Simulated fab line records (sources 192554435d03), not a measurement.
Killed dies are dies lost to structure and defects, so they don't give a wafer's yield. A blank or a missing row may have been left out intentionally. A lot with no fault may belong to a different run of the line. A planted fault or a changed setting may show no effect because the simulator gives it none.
Which tool was responsible? + flow n5 finfet + 11 lots with 32 wafers sampled at 2 steps, on a route of 1938 steps

WHAT THE GAUGES SHOWED, per wafer
N5_BEOL_M10_CD_MEAS_35 targets a cd of 70 nm. Usual: cd nm reads 69.8 nm (standard deviation 0.68).
| lot  | measured     | on        | cd nm (nm)     | flag |
|------|--------------|-----------|----------------|------|
| L739 | day 12 06:28 | cd sem-01 | 69.4 70.2 68.1 |      |
| L742 | day 12 11:26 | cd sem-03 | 69.6 69.1 69.7 |      |
| L740 | day 12 15:31 | cd sem-02 | 69.6 69.8      |      |
| L743 | day 13 03:42 | cd sem-02 | 70.0 68.9 70.1 |      |
| L745 | day 14 09:23 | cd sem-03 | 68.8 69.5 70.5 |      |
| L748 | day 14 12:56 | cd sem-02 | 70.4 69.5 69.2 |      |
| L752 | day 15 01:59 | cd sem-02 | 70.4 71.0 69.1 |      |
| L755 | day 15 18:44 | cd sem-03 | 70.1 71.0 69.2 |      |
| L754 | day 17 00:11 | cd sem-01 | 70.1 69.8 69.8 |      |
| L760 | day 17 12:01 | cd sem-01 | 70.6 69.9 71.3 |      |
| L759 | day 18 06:11 | cd sem-02 | 70.6 69.8 69.9 |      |

EACH LOT AND THE TOOL THAT RAN IT (in order: tool; ch and the chambers of the sampled wafers; start)
| lot  | N5_BEOL_M10_ETCH_41                           |
|------|-----------------------------------------------|
| L739 | rie diel-05 ch 0,1, day 12 06:28 or earlier   |
| L742 | rie diel-04 ch 1,2, day 12 11:26 or earlier   |
| L740 | rie diel-05 ch 0,1, day 12 15:31 or earlier   |
| L743 | rie diel-04 ch 0,1,2, day 13 03:42 or earlier |
| L745 | rie diel-05 ch 0,1,2, day 14 09:23 or earlier |
| L748 | rie diel-05 ch 2,3, day 14 12:56 or earlier   |
| L752 | rie diel-01 ch 0,3, day 15 01:59 or earlier   |
| L755 | rie diel-04 ch 1,2,3, day 15 18:44 or earlier |
| L754 | rie diel-04 ch 2,3, day 17 00:11 or earlier   |
| L760 | rie diel-05 ch 0,1,3, day 17 12:01 or earlier |
| L759 | rie diel-04 ch 0,2,3, day 18 06:11 or earlier |
- N5_BEOL_M10_ETCH_41: etches SiCN in CH3F/O2, target depth 42.6 nm, time 86 s.

WHAT THE TOOLS THEMSELVES READ (means of the sampled wafers that have a number; where no wafer has one, the mark that the record gives instead)
N5_BEOL_M10_ETCH_41. Usual: drypump motor current A 5.6 A, standard deviation 0.39; mfc ar sccm 149.9 sccm, standard deviation 0.41; oes product au 0.80 a.u., standard deviation 0.096; rf vpp V 297.3 V, standard deviation 1.8; showerhead plenum p Torr 2.01 Torr, standard deviation 0.089; throttle valve pct 16.36 %, standard deviation 0.27.
| lot  | tool        | drypump motor current A (A) | mfc ar sccm (sccm) | oes product au (a.u.) | rf vpp V (V) | showerhead plenum p Torr (Torr) | throttle valve pct (%) | flag |
|------|-------------|-----------------------------|--------------------|-----------------------|--------------|---------------------------------|------------------------|------|
| L739 | rie diel-05 | 5.8                         | 149.5              | 0.74                  | 296.0        | 1.95                            | 16.51                  |      |
| L742 | rie diel-04 | 5.8                         | 149.7              | 0.80                  | 296.7        | 2.00                            | 16.62                  |      |
| L740 | rie diel-05 | 5.6                         | 150.1              | 0.72                  | 297.0        | 1.94                            | 16.45                  |      |
| L743 | rie diel-04 | 5.8                         | 149.8              | 0.76                  | 297.3        | 1.98                            | 16.43                  |      |
| L745 | rie diel-05 | 5.6                         | 149.9              | 0.79                  | 296.9        | 1.98                            | 16.37                  |      |
| L748 | rie diel-05 | 5.4                         | 150.4              | 0.93                  | 298.6        | 2.09                            | 16.11                  |      |
| L752 | rie diel-01 | 5.8                         | 150.1              | 0.83                  | 296.1        | 2.00                            | 16.28                  |      |
| L755 | rie diel-04 | 5.7                         | 150.2              | 0.74                  | 296.0        | 1.95                            | 16.61                  |      |
| L754 | rie diel-04 | 5.6                         | 149.6              | 0.78                  | 296.9        | 1.98                            | 16.60                  |      |
| L760 | rie diel-05 | 5.6                         | 149.7              | 0.85                  | 299.5        | 2.08                            | 16.18                  |      |
| L759 | rie diel-04 | 5.6                         | 149.7              | 0.74                  | 297.2        | 1.97                            | 16.42                  |      |

THE ANSWER, worked out from the rows above alone
Rule: a lot is off if the mean of its wafers that have a number lies more than 3 standard deviations from the usual mean. Also off: a lot with no number at a reading for which 4 or more lots have one. The other lots that the step has rows for count as sound. First the gauges in route order, then the tools' own readings, where a lot's mean is used as printed above. The first step at which some lot is off is used, and at that step the reading that is off furthest; a lot without a number counts as furthest.
No lot is off at any reading shown: from this, nothing can be told.

WHAT WAS PUT IN BY THE SIMULATOR
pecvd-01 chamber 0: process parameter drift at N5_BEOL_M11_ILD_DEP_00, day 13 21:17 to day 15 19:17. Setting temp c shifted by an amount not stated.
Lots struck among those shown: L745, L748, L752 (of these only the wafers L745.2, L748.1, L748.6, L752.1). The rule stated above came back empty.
